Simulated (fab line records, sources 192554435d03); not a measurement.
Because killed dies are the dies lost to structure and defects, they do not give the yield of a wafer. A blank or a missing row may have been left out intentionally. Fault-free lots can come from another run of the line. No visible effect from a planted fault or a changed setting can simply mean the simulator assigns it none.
Matching of chambers / flow n5-finfet / 4 sister chambers for N5_BEOL_M1_STRIP_66 on rie-diel-01
The step strips in CF4. 4 wafers are shown with their chamber, then 12 later ones without.

EACH WAFER AND ITS CHAMBER
wafer=L090.1; chamber=2; drypump-motor-current-A (A)=6.0
wafer=L090.2; chamber=3; drypump-motor-current-A (A)=5.0
wafer=L091.2; chamber=1; drypump-motor-current-A (A)=6.5
wafer=L091.5; chamber=0; drypump-motor-current-A (A)=6.0

WAFERS WITHOUT THEIR CHAMBER
wafer=L092.1; drypump-motor-current-A (A)=6.0
wafer=L092.4; drypump-motor-current-A (A)=6.5
wafer=L092.6; drypump-motor-current-A (A)=6.0
wafer=L093.1; drypump-motor-current-A (A)=5.0
wafer=L093.3; drypump-motor-current-A (A)=6.0
wafer=L093.5; drypump-motor-current-A (A)=6.0
wafer=L094.1; drypump-motor-current-A (A)=5.9
wafer=L094.2; drypump-motor-current-A (A)=4.9
wafer=L094.5; drypump-motor-current-A (A)=6.5
wafer=L097.2; drypump-motor-current-A (A)=6.0
wafer=L097.3; drypump-motor-current-A (A)=6.5
wafer=L097.6; drypump-motor-current-A (A)=5.0

WHICH CHAMBER EACH WENT THROUGH
wafer=L092.1; from the rows above=can't be placed: 0 or 2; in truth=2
wafer=L092.4; from the rows above=1; in truth=1
wafer=L092.6; from the rows above=can't be placed: 0 or 2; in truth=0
wafer=L093.1; from the rows above=3; in truth=3
wafer=L093.3; from the rows above=can't be placed: 0 or 2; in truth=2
wafer=L093.5; from the rows above=can't be placed: 0 or 2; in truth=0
wafer=L094.1; from the rows above=can't be placed: 0 or 2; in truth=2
wafer=L094.2; from the rows above=3; in truth=3
wafer=L094.5; from the rows above=1; in truth=1
wafer=L097.2; from the rows above=can't be placed: 0 or 2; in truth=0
wafer=L097.3; from the rows above=1; in truth=1
wafer=L097.6; from the rows above=3; in truth=3
Correct placement for 6 of the 12. Not placeable from these rows: 6 (in 6, the candidates include the true chamber). 0 placed wrongly.
How it was worked out, from the rows above alone: a wafer's distance from a chamber is the root of the sum, over the readings, of the square of ((its reading less the chamber's mean) divided by the reading's scatter). The wafer belongs to the nearest chamber; if the next one is less than 2 further off, it can't be placed. For every chamber, the mean is computed from those of its wafers that are shown. The scatter: with one shown wafer a chamber, the root of the mean of the squares of how far each hidden wafer lies from its nearest shown one.
